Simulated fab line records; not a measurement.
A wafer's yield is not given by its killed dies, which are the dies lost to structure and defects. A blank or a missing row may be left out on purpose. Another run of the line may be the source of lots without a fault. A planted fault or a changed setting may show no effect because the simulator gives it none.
Which tool is to blame? || flow nand_harc || 12 lots with 36 wafers sampled at 5 steps, on a route of 1302 steps

## WHAT THE GAUGES READ, wafer by wafer
NHARC_A_STAIRCASE_INSPECT_155.
{"lot": "L960", "measured": "day 18 19:20", "on": "defect_inspect-01", "raw_defect_count": "464 304 332"}
{"lot": "L964", "measured": "day 20 02:43", "on": "defect_inspect-01", "raw_defect_count": "473 768 559"}
{"lot": "L963", "measured": "day 20 05:34", "on": "defect_inspect-01", "raw_defect_count": "311 577 521"}
{"lot": "L967", "measured": "day 22 03:41", "on": "defect_inspect-02", "raw_defect_count": "856 393 382"}
{"lot": "L968", "measured": "day 22 22:20", "on": "defect_inspect-01", "raw_defect_count": "545 519 581"}
{"lot": "L977", "measured": "day 25 17:16", "on": "defect_inspect-02", "raw_defect_count": "532 582 524"}
{"lot": "L976", "measured": "day 26 00:43", "on": "defect_inspect-02", "raw_defect_count": "321 292 464"}
{"lot": "L978", "measured": "day 26 09:21", "on": "defect_inspect-02", "raw_defect_count": "403 332 329"}
{"lot": "L979", "measured": "day 27 05:34", "on": "defect_inspect-01", "raw_defect_count": "574 561 767"}
{"lot": "L980", "measured": "day 28 02:45", "on": "defect_inspect-02", "raw_defect_count": "403 481 439"}
{"lot": "L983", "measured": "day 28 10:07", "on": "defect_inspect-02", "raw_defect_count": "364 517 325"}
{"lot": "L981", "measured": "day 28 11:19", "on": "defect_inspect-02", "raw_defect_count": "429 463 575"}

NHARC_END_SORT_01.
{"lot": "L960", "measured": "day 24 02:44", "on": "prober-02", "killed_at_array": "48 45 34", "killed_at_other": "3 5 5", "killed_at_periphery": "1 0 1", "killed_dies": "52 50 40", "killed_open": "1 2 3", "killed_short": "8 2 6"}
{"lot": "L964", "measured": "day 25 10:17", "on": "prober-01", "killed_at_array": "68 67 67", "killed_at_other": "1 2 1", "killed_at_periphery": "0 3 4", "killed_dies": "69 72 72", "killed_open": "4 3 5", "killed_short": "0 1 3"}
{"lot": "L963", "measured": "day 25 11:59", "on": "prober-02", "killed_at_array": "48 40 53", "killed_at_other": "0 1 0", "killed_at_periphery": "6 1 1", "killed_dies": "54 42 54", "killed_open": "1 4 2", "killed_short": "3 3 7"}
{"lot": "L967", "measured": "day 27 10:49", "on": "prober-02", "killed_at_array": "58 59 58", "killed_at_other": "1 1 1", "killed_at_periphery": "1 4 9", "killed_dies": "60 64 68", "killed_open": "0 4 5", "killed_short": "0 7 1"}
{"lot": "L968", "measured": "day 28 08:51", "on": "prober-01", "killed_at_array": "45 33 39", "killed_at_other": "0 1 0", "killed_at_periphery": "5 5 9", "killed_dies": "50 39 48", "killed_open": "2 1 3", "killed_short": "0 4 4"}
{"lot": "L977", "measured": "day 30 19:08", "on": "prober-01", "killed_at_array": "49 61 381", "killed_at_other": "0 0 0", "killed_at_periphery": "1 0 1", "killed_dies": "50 61 382", "killed_open": "5 2 4", "killed_short": "0 1 1"}
{"lot": "L976", "measured": "day 31 08:42", "on": "prober-02", "killed_at_array": "384 51 41", "killed_at_other": "0 5 4", "killed_at_periphery": "2 2 1", "killed_dies": "386 58 46", "killed_open": "5 3 6", "killed_short": "6 0 3"}
{"lot": "L978", "measured": "day 31 20:48", "on": "prober-01", "killed_at_array": "70 79 50", "killed_at_other": "2 4 3", "killed_at_periphery": "4 0 1", "killed_dies": "76 83 54", "killed_open": "7 0 2", "killed_short": "3 3 0"}
{"lot": "L979", "measured": "day 32 11:49", "on": "prober-01", "killed_at_array": "80 72 83", "killed_at_other": "2 1 4", "killed_at_periphery": "4 7 6", "killed_dies": "86 80 93", "killed_open": "1 4 4", "killed_short": "3 3 4"}
{"lot": "L980", "measured": "day 33 13:31", "on": "prober-02", "killed_at_array": "62 67 75", "killed_at_other": "1 2 2", "killed_at_periphery": "5 5 4", "killed_dies": "68 74 81", "killed_open": "1 2 4", "killed_short": "3 4 1"}
{"lot": "L983", "measured": "day 33 22:58", "on": "prober-02", "killed_at_array": "53 40 51", "killed_at_other": "1 1 2", "killed_at_periphery": "3 1 2", "killed_dies": "57 42 55", "killed_open": "3 3 2", "killed_short": "4 1 1"}
{"lot": "L981", "measured": "day 34 03:31", "on": "prober-01", "killed_at_array": "75 58 60", "killed_at_other": "5 0 2", "killed_at_periphery": "1 3 8", "killed_dies": "81 61 70", "killed_open": "1 2 6", "killed_short": "3 3 1"}

## WHAT TOOL EACH LOT RAN ON (gives the tool, then ch and the chambers of the sampled wafers, and finally the start)
{"lot": "L960", "NHARC_A_STAIRCASE_ETCHBACK_157": "rie_diel-03 ch 1,2, day 18 18:23", "NHARC_A_SGD_CUT_ETCH_16": "rie_diel-04 ch 1,2, day 18 20:58", "NHARC_A_SLIT_DEP_25": "pecvd-04 ch 1,2, day 19 03:30"}
{"lot": "L964", "NHARC_A_STAIRCASE_ETCHBACK_157": "rie_diel-13 ch 0,3, day 20 01:50", "NHARC_A_SGD_CUT_ETCH_16": "rie_diel-06 ch 1,3, day 20 04:31", "NHARC_A_SLIT_DEP_25": "pecvd-01 ch 0,2, day 20 13:07"}
{"lot": "L963", "NHARC_A_STAIRCASE_ETCHBACK_157": "rie_diel-13 ch 0,1,2, day 20 04:39", "NHARC_A_SGD_CUT_ETCH_16": "rie_diel-05 ch 1,2, day 20 07:06", "NHARC_A_SLIT_DEP_25": "pecvd-02 ch 0,1,2, day 20 13:12"}
{"lot": "L967", "NHARC_A_STAIRCASE_ETCHBACK_157": "rie_diel-12 ch 1,2, day 22 02:46", "NHARC_A_SGD_CUT_ETCH_16": "rie_diel-04 ch 0,1, day 22 05:40", "NHARC_A_SLIT_DEP_25": "pecvd-01 ch 0,1, day 22 11:56"}
{"lot": "L968", "NHARC_A_STAIRCASE_ETCHBACK_157": "rie_diel-12 ch 1,2, day 22 21:26", "NHARC_A_SGD_CUT_ETCH_16": "rie_diel-06 ch 0,1, day 22 23:57", "NHARC_A_SLIT_DEP_25": "pecvd-02 ch 0,1, day 23 06:02"}
{"lot": "L977", "NHARC_A_STAIRCASE_ETCHBACK_157": "rie_diel-03 ch 0,1,3, day 25 16:20", "NHARC_A_SGD_CUT_ETCH_16": "rie_diel-04 ch 0,1,3, day 25 18:49", "NHARC_A_SLIT_DEP_25": "pecvd-01 ch 0,1, day 26 01:09"}
{"lot": "L976", "NHARC_A_STAIRCASE_ETCHBACK_157": "rie_diel-12 ch 0,1,2, day 25 23:50", "NHARC_A_SGD_CUT_ETCH_16": "rie_diel-04 ch 0,2,3, day 26 02:17", "NHARC_A_SLIT_DEP_25": "pecvd-04 ch 0,1,2, day 26 08:23"}
{"lot": "L978", "NHARC_A_STAIRCASE_ETCHBACK_157": "rie_diel-13 ch 0,1,3, day 26 08:27", "NHARC_A_SGD_CUT_ETCH_16": "rie_diel-06 ch 1,2,3, day 26 10:56", "NHARC_A_SLIT_DEP_25": "pecvd-01 ch 0,1,2, day 26 16:56"}
{"lot": "L979", "NHARC_A_STAIRCASE_ETCHBACK_157": "rie_diel-03 ch 0,3, day 27 04:40", "NHARC_A_SGD_CUT_ETCH_16": "rie_diel-05 ch 0,2, day 27 07:08", "NHARC_A_SLIT_DEP_25": "pecvd-02 ch 0,2, day 27 15:19"}
{"lot": "L980", "NHARC_A_STAIRCASE_ETCHBACK_157": "rie_diel-12 ch 0,3, day 28 01:52", "NHARC_A_SGD_CUT_ETCH_16": "rie_diel-06 ch 1,2,3, day 28 04:25", "NHARC_A_SLIT_DEP_25": "pecvd-01 ch 0,2, day 28 14:00"}
{"lot": "L983", "NHARC_A_STAIRCASE_ETCHBACK_157": "rie_diel-12 ch 0,2,3, day 28 09:16", "NHARC_A_SGD_CUT_ETCH_16": "rie_diel-05 ch 1,2,3, day 28 12:01", "NHARC_A_SLIT_DEP_25": "pecvd-01 ch 0,1,2, day 28 18:26"}
{"lot": "L981", "NHARC_A_STAIRCASE_ETCHBACK_157": "rie_diel-13 ch 0,2,3, day 28 10:28", "NHARC_A_SGD_CUT_ETCH_16": "rie_diel-05 ch 1,2,3, day 28 12:57", "NHARC_A_SLIT_DEP_25": "pecvd-02 ch 0,1,2, day 28 18:43"}
- NHARC_A_STAIRCASE_ETCHBACK_157: etches the open film in CH3F/O2, target depth 90 nm, time 167.14 s.
- NHARC_A_SGD_CUT_ETCH_16: etches the open film in C4F8/O2/Ar, target depth 310.5 nm, time 155.2 s.
- NHARC_A_SLIT_DEP_25: deposits SiO2, target thk 200 nm.

## AS READ BY THE TOOLS THEMSELVES (means over the sampled wafers that have a number; for cases with no such wafer, the mark the record gives instead)
NHARC_A_STAIRCASE_ETCHBACK_157.
{"lot": "L960", "tool": "rie_diel-03", "drypump_motor_current_A (A)": 5.8, "oes_product_au (a.u.)": 0.96, "rf_vpp_V (V)": 243.5, "showerhead_plenum_p_Torr (Torr)": 2.38, "throttle_valve_pct (%)": 20.658}
{"lot": "L964", "tool": "rie_diel-13", "drypump_motor_current_A (A)": 5.5, "oes_product_au (a.u.)": 0.93, "rf_vpp_V (V)": 244.4, "showerhead_plenum_p_Torr (Torr)": 2.43, "throttle_valve_pct (%)": 20.665}
{"lot": "L963", "tool": "rie_diel-13", "drypump_motor_current_A (A)": 5.8, "oes_product_au (a.u.)": 0.93, "rf_vpp_V (V)": 244.7, "showerhead_plenum_p_Torr (Torr)": 2.45, "throttle_valve_pct (%)": 20.666}
{"lot": "L967", "tool": "rie_diel-12", "drypump_motor_current_A (A)": 5.8, "oes_product_au (a.u.)": 0.92, "rf_vpp_V (V)": 244.7, "showerhead_plenum_p_Torr (Torr)": 2.45, "throttle_valve_pct (%)": 20.663}
{"lot": "L968", "tool": "rie_diel-12", "drypump_motor_current_A (A)": 5.6, "oes_product_au (a.u.)": 1.00, "rf_vpp_V (V)": 242.5, "showerhead_plenum_p_Torr (Torr)": 2.37, "throttle_valve_pct (%)": 20.668}
{"lot": "L977", "tool": "rie_diel-03", "drypump_motor_current_A (A)": 5.4, "oes_product_au (a.u.)": 0.92, "rf_vpp_V (V)": 244.9, "showerhead_plenum_p_Torr (Torr)": 2.49, "throttle_valve_pct (%)": 20.660}
{"lot": "L976", "tool": "rie_diel-12", "drypump_motor_current_A (A)": 5.7, "oes_product_au (a.u.)": 0.96, "rf_vpp_V (V)": 243.4, "showerhead_plenum_p_Torr (Torr)": 2.36, "throttle_valve_pct (%)": 20.658}
{"lot": "L978", "tool": "rie_diel-13", "drypump_motor_current_A (A)": 5.5, "oes_product_au (a.u.)": 0.92, "rf_vpp_V (V)": 243.2, "showerhead_plenum_p_Torr (Torr)": 2.41, "throttle_valve_pct (%)": 20.667}
{"lot": "L979", "tool": "rie_diel-03", "drypump_motor_current_A (A)": 5.4, "oes_product_au (a.u.)": 0.92, "rf_vpp_V (V)": 244.1, "showerhead_plenum_p_Torr (Torr)": 2.44, "throttle_valve_pct (%)": 20.671}
{"lot": "L980", "tool": "rie_diel-12", "drypump_motor_current_A (A)": 5.8, "oes_product_au (a.u.)": 1.00, "rf_vpp_V (V)": 243.2, "showerhead_plenum_p_Torr (Torr)": 2.39, "throttle_valve_pct (%)": 20.663}
{"lot": "L983", "tool": "rie_diel-12", "drypump_motor_current_A (A)": 5.8, "oes_product_au (a.u.)": 1.00, "rf_vpp_V (V)": 243.6, "showerhead_plenum_p_Torr (Torr)": 2.41, "throttle_valve_pct (%)": 20.662}
{"lot": "L981", "tool": "rie_diel-13", "drypump_motor_current_A (A)": 5.9, "oes_product_au (a.u.)": 0.93, "rf_vpp_V (V)": 243.8, "showerhead_plenum_p_Torr (Torr)": 2.43, "throttle_valve_pct (%)": 20.663}

NHARC_A_SGD_CUT_ETCH_16.
{"lot": "L960", "tool": "rie_diel-04", "oes_product_au (a.u.)": 0.979, "rf_vpp_V (V)": 729, "run_length_s (s)": 176.6}
{"lot": "L964", "tool": "rie_diel-06", "oes_product_au (a.u.)": 0.977, "rf_vpp_V (V)": 729, "run_length_s (s)": 176.5}
{"lot": "L963", "tool": "rie_diel-05", "oes_product_au (a.u.)": 0.974, "rf_vpp_V (V)": 726, "run_length_s (s)": 176.1}
{"lot": "L967", "tool": "rie_diel-04", "oes_product_au (a.u.)": 0.976, "rf_vpp_V (V)": 728, "run_length_s (s)": 176.5}
{"lot": "L968", "tool": "rie_diel-06", "oes_product_au (a.u.)": 0.969, "rf_vpp_V (V)": 726, "run_length_s (s)": 177.0}
{"lot": "L977", "tool": "rie_diel-04", "oes_product_au (a.u.)": 0.966, "rf_vpp_V (V)": 725, "run_length_s (s)": 172.2}
{"lot": "L976", "tool": "rie_diel-04", "oes_product_au (a.u.)": 0.982, "rf_vpp_V (V)": 726, "run_length_s (s)": 171.9}
{"lot": "L978", "tool": "rie_diel-06", "oes_product_au (a.u.)": 0.984, "rf_vpp_V (V)": 728, "run_length_s (s)": 176.5}
{"lot": "L979", "tool": "rie_diel-05", "oes_product_au (a.u.)": 0.968, "rf_vpp_V (V)": 723, "run_length_s (s)": 176.3}
{"lot": "L980", "tool": "rie_diel-06", "oes_product_au (a.u.)": 0.991, "rf_vpp_V (V)": 728, "run_length_s (s)": 176.4}
{"lot": "L983", "tool": "rie_diel-05", "oes_product_au (a.u.)": 0.971, "rf_vpp_V (V)": 724, "run_length_s (s)": 176.2}
{"lot": "L981", "tool": "rie_diel-05", "oes_product_au (a.u.)": 0.958, "rf_vpp_V (V)": 724, "run_length_s (s)": 176.4}

NHARC_A_SLIT_DEP_25.
{"lot": "L960", "tool": "pecvd-04", "heater_power_w (W)": 539, "mfc_precursor_sccm (sccm)": 161.2, "throttle_valve_pct (%)": 16.2}
{"lot": "L964", "tool": "pecvd-01", "heater_power_w (W)": 554, "mfc_precursor_sccm (sccm)": 161.8, "throttle_valve_pct (%)": 16.8}
{"lot": "L963", "tool": "pecvd-02", "heater_power_w (W)": 547, "mfc_precursor_sccm (sccm)": 161.6, "throttle_valve_pct (%)": 15.8}
{"lot": "L967", "tool": "pecvd-01", "heater_power_w (W)": 539, "mfc_precursor_sccm (sccm)": 160.7, "throttle_valve_pct (%)": 15.8}
{"lot": "L968", "tool": "pecvd-02", "heater_power_w (W)": 601, "mfc_precursor_sccm (sccm)": 161.1, "throttle_valve_pct (%)": 16.7}
{"lot": "L977", "tool": "pecvd-01", "heater_power_w (W)": 615, "mfc_precursor_sccm (sccm)": 161.3, "throttle_valve_pct (%)": 16.3}
{"lot": "L976", "tool": "pecvd-04", "heater_power_w (W)": 573, "mfc_precursor_sccm (sccm)": 161.5, "throttle_valve_pct (%)": 16.0}
{"lot": "L978", "tool": "pecvd-01", "heater_power_w (W)": 555, "mfc_precursor_sccm (sccm)": 161.5, "throttle_valve_pct (%)": 16.1}
{"lot": "L979", "tool": "pecvd-02", "heater_power_w (W)": 638, "mfc_precursor_sccm (sccm)": 161.5, "throttle_valve_pct (%)": 15.7}
{"lot": "L980", "tool": "pecvd-01", "heater_power_w (W)": 576, "mfc_precursor_sccm (sccm)": 161.6, "throttle_valve_pct (%)": 16.5}
{"lot": "L983", "tool": "pecvd-01", "heater_power_w (W)": 552, "mfc_precursor_sccm (sccm)": 161.3, "throttle_valve_pct (%)": 16.1}
{"lot": "L981", "tool": "pecvd-02", "heater_power_w (W)": 546, "mfc_precursor_sccm (sccm)": 161.4, "throttle_valve_pct (%)": 15.9}

## THE ANSWER, worked out from the rows above alone
Rule: usual is defined by the lots themselves. Put in order of their means at a reading, lots are off if they are a third of the lots or fewer, leave a main group of 4 or more, and stand apart from it by a gap of 3 or more times the standard deviation of the main group's means; of several such gaps the widest counts. A main group whose means are all the same, to the digits that the tables above print for the reading, isn't used. Also off: a lot with no number at a reading for which 4 or more lots have one. Where the step has rows for the other lots, those lots are counted as sound. The gauges are gone through in route order, then the tools' own readings, and for those a lot's mean is taken as printed above. At the first step where some lot is off, the reading lying furthest off is the one used; lots without a number count as furthest.
Off at NHARC_END_SORT_01 (killed_at_array): L977, L976. The main group has a mean of 58 with a standard deviation of 12.
A tool fits if, at a process step before that reading, it ran every lot that is off, and no sound lot after the first of them. Not tried: the gauges at NHARC_END_SORT_01; whatever is off there is also off at NHARC_A_SGD_CUT_ETCH_16, on other tools, and gauge error can't account for it. One fits: NHARC_A_SGD_CUT_ETCH_16 on rie_diel-04. Its last sound lot is L967 (day 22 05:40), its first lot that is off L977 (day 25 18:49): a fault that began between those two fits.
The tool's own readings at NHARC_A_SGD_CUT_ETCH_16 bear it out: on the lots that are off they differ by more than 5 times the standard deviation of the sound lots' means. run_length_s reads 172.1 s there against 176.4 s on the sound lots.

## WHAT HAD BEEN PUT IN BY THE SIMULATOR
rie_diel-04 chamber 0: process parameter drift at NHARC_A_SGD_CUT_ETCH_16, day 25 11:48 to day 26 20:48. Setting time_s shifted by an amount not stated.
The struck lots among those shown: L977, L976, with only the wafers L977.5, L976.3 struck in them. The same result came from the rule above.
